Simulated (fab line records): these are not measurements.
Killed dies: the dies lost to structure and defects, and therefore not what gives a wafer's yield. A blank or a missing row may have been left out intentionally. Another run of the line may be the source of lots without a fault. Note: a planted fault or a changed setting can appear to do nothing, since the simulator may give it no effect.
Matching of chambers ; flow n5-finfet ; ald-sin-03 running N5_BEOL_M2_ALD_98: 4 sister chambers
The step deposits SiO2, target thk 2.5 nm, pulse time 1 s, co reactant pulse time 1 s. 8 wafers are shown with their chamber, then 11 later ones without.

## WAFERS, EACH WITH ITS CHAMBER
wafer;chamber;heater-power-w (W);precursor-pulse-height-rel
L084.2;1;78;1.014
L084.3;3;72;0.989
L087.2;3;73;1.005
L087.4;0;78;1.010
L089.1;1;77;1.015
L089.4;2;81;1.038
L089.6;2;82;1.008
L093.2;0;77;0.997

## WAFERS WITHOUT THEIR CHAMBER
wafer;heater-power-w (W);precursor-pulse-height-rel
L093.3;74;1.001
L093.5;76;0.988
L095.1;80;0.967
L095.2;77;0.998
L095.5;75;1.059
L096.2;76;0.969
L096.4;79;0.967
L096.6;81;0.997
L097.3;76;1.005
L097.5;76;0.980
L097.6;82;1.021

## EACH ONE'S CHAMBER
wafer;from the rows above;in truth
L093.3;3;3
L093.5;can't be placed: 0 or 1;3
L095.1;can't be placed: 0 or 2 or 1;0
L095.2;can't be placed: 0 or 1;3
L095.5;can't be placed: 1 or 0 or 3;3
L096.2;can't be placed: 0 or 1 or 3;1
L096.4;can't be placed: 0 or 1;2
L096.6;2;2
L097.3;can't be placed: 0 or 1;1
L097.5;can't be placed: 0 or 1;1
L097.6;2;2
Correct placement for 3 of the 11. Unplaceable from these rows: 8, with the true chamber sitting among the candidates in 5. 0 placed wrongly.
How it was worked out, from the rows above alone: a wafer's distance from a chamber is the root of the sum, over the readings, of the square of ((its reading less the chamber's mean) divided by the reading's scatter). If the next closest chamber is less than 2 further off than the closest, the wafer can't be placed; otherwise it belongs to the closest. The mean given for a chamber averages the wafers shown for that chamber. The scatter: take each reading less its chamber's mean, square it, sum over the shown wafers, divide by the number of wafers less the number of chambers, and take the root.
